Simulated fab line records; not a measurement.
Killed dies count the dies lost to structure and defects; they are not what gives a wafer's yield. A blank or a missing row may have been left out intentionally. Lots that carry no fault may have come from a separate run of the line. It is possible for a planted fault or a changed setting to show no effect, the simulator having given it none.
Comparing a struck lot with a sound one || flow nandHarc || 16 out of 1159 route steps
Sound: the wafers L796.2, L796.3, L796.5. Struck: wafers L812.2, L812.4, L812.5. At the end, the cause is stated.
Each step with rows lists, per side, the tool, then ch with its chambers, then its first start. Under that, the readings that differ: sound wafers || struck wafers || difference of the means || sigmas: that difference in standard deviations of wafers without a fault.
alike: readings with means less than 2 such deviations apart, plus words and numbers identical on both sides. not compared: withheld readings, readings lacking a value on some wafer, bounds such as >300 that could conceal the same value, and numbers that have no deviation in the record and whose values overlap.
The two part at a step that has a row with sigmas, a row that says differs or no value, or rows on one side only. Non-overlapping numbers with no deviation appear without sigmas and do not part them. Lack of a reading on every wafer of one side parts them only where that side has two or more wafers.

first, 1 step without rows for these wafers: NHARC_P_ZERO_WELL_HARDBAKE_25 (time 80 s).
NHARC_P_ZERO_WELL_DESCUM_26: chemistry O2, time 3 s.
  sound on rieDiel-11 ch 0,2,3, day 2 20:47; struck on rieDiel-10 ch 0,3, day 6 20:46
  alike: chamberPressureMTorr, drypumpMotorCurrentA, oesProductAu, rfVppV, showerheadPlenumPTorr, throttleValvePct
  not compared: rfHoursCounterH
then, 10 steps without rows for these wafers: NHARC_P_ZERO_WELL_IMPLANT_27; NHARC_P_ZERO_WELL_IMPLANT_57; NHARC_P_ZERO_WELL_IMPLANT_58; NHARC_P_ZERO_WELL_STRIP_28 (strips in SPM, time 840 s); NHARC_P_ZERO_WELL_DEHYDRATE_29 (time 120 s); NHARC_P_ZERO_WELL_HMDS_30 (time 30 s); NHARC_P_ZERO_WELL_COAT_31; NHARC_P_ZERO_WELL_SOFTBAKE_32 (time 95 s); NHARC_P_ZERO_WELL_EBR_33; NHARC_P_ZERO_WELL_EXPOSE_34 (exposes mask P PWELL, target cd 720 nm).
NHARC_P_ZERO_WELL_PEB_35: peb time 85 s.
  sound on lithoTrack-02 ch 0, day 2 22:10; struck on lithoTrack-03 ch 0, day 6 22:08
{"reading": "heaterPowerTotalW (W)", "sound": "164.36 163.67 163.64", "struck": "177.63 178.93 177.46", "difference": "+14.12", "sigmas": "+56"}
{"reading": "plateTempC (C)", "sound": "118.18 118.22 118.05", "struck": "125.82 125.71 125.77", "difference": "+7.62", "sigmas": "+63"}
then, 1 step without rows for these wafers: NHARC_P_ZERO_WELL_DEVELOP_36 (time 70 s).
NHARC_P_ZERO_WELL_CD_MEAS_37 targets a cd of 720 nm.
  sound on cdSem-03 ch 0, day 2 22:15; struck on cdSem-01 ch 0, day 6 22:14
{"reading": "cdNm (nm)", "sound": "722.1 718.6 719.8", "struck": "732.5 730.0 730.7", "difference": "+10.9", "sigmas": "+5"}
then, 1 step without rows for these wafers: NHARC_P_ZERO_WELL_HARDBAKE_38 (time 80 s).

## WHERE THEY PART
Earliest at NHARC_P_ZERO_WELL_PEB_35; latest, in this record, at NHARC_P_ZERO_WELL_CD_MEAS_37.

WHY: what had been put in by the simulator
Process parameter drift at NHARC_P_ZERO_WELL_PEB_35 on lithoTrack-03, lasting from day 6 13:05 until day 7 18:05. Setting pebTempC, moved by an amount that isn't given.
